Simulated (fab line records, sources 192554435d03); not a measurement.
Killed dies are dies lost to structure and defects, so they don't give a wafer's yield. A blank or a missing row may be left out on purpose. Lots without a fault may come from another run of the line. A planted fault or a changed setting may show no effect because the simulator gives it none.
Problem report in the 8D (eight disciplines) form, filled by code | flow n5_finfet | the parts of the form that need people (team, actions taken, sign-off) are left out

1. THE PROBLEM
rf_fwd_power_W at N5_BEOL_M8_VIA_ETCH_34 reads a mean of 424.1 W on 6 wafers of 2 lots; wafers without a fault read 341.5 W with a standard deviation of 1.6. That is +52 standard deviations from the usual mean.
The step: etches SiCOH lowk in C4F6/O2, target depth 125.5 nm, time 50.5 s.
First seen on wafer L477.1, day 13 03:28, on rie_diel-04. The record holds 25 wafers of 9 lots with a number at this step. Rule for "out", or "out of limits": more than 4 standard deviations from the usual mean. The other wafers with a number count as sound.

2. WHAT IT IS AND WHAT IT IS NOT
question                    | is                     | is not
which readings at this step | rf_fwd_power_W         | drypump_motor_current_A, mfc_ar_sccm, oes_product_au, showerhead_plenum_p_Torr, throttle_valve_pct
which lots                  | L477, L480             | L464, L473, L474, L484, L485, L486, L487
which wafers of those lots  | all that have a number | -
read on which tools         | rie_diel-04            | rie_diel-05, rie_diel-06
when                        | from day 13 03:28      | up to then (9 sound wafers); but 10 sound wafers of L484, L485, L486, L487 came after

3. SUSPECTS, AND WHAT RULES EACH OUT
Counting: a tool at a process step up to the reading stays a suspect if it ran every lot that is out and no sound lot after the first of them.
- rie_diel-04 at N5_BEOL_M8_VIA_ETCH_34 (etches SiCOH lowk in C4F6/O2, target depth 125.5 nm, time 50.5 s): ruled out as a lasting fault. Sound lots L487 ran on it after its first lot that is out, L477 (day 13 03:28).
Left after counting: nothing in the record.

4. THE CAUSE (what the simulator had put in)
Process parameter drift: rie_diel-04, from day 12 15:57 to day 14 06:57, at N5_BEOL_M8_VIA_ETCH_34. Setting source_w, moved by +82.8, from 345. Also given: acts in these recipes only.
Counting ruled it out, wrongly.

5. THE CHAIN OF EFFECTS, in route order
Each row: a reading whose mean over the struck wafers that have a number lies more than 3 standard deviations from the usual. Only readings for which the record gives a usual standard deviation are gone through. hours: the time from each lot's start at the first step in this table that gives one to its start at this step, as a median over the lots. sigmas: the change in usual standard deviations.
hours | step                   | reading        | usual   | on struck wafers | change | sigmas
0     | N5_BEOL_M8_VIA_ETCH_34 | rf_fwd_power_W | 341.5 W | 424.1            | +82.6  | +52
0     | N5_BEOL_M8_VIA_ETCH_34 | rf_vpp_V       | 673 V   | 611              | -62    | -3.9
The process steps in it:
- N5_BEOL_M8_VIA_ETCH_34: etches SiCOH lowk in C4F6/O2, target depth 125.5 nm, time 50.5 s.

6. WHAT WOULD HAVE CAUGHT IT SOONER
In this record the first reading out of limits was taken at day 13 03:28, 12 hours after the fault began at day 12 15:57.
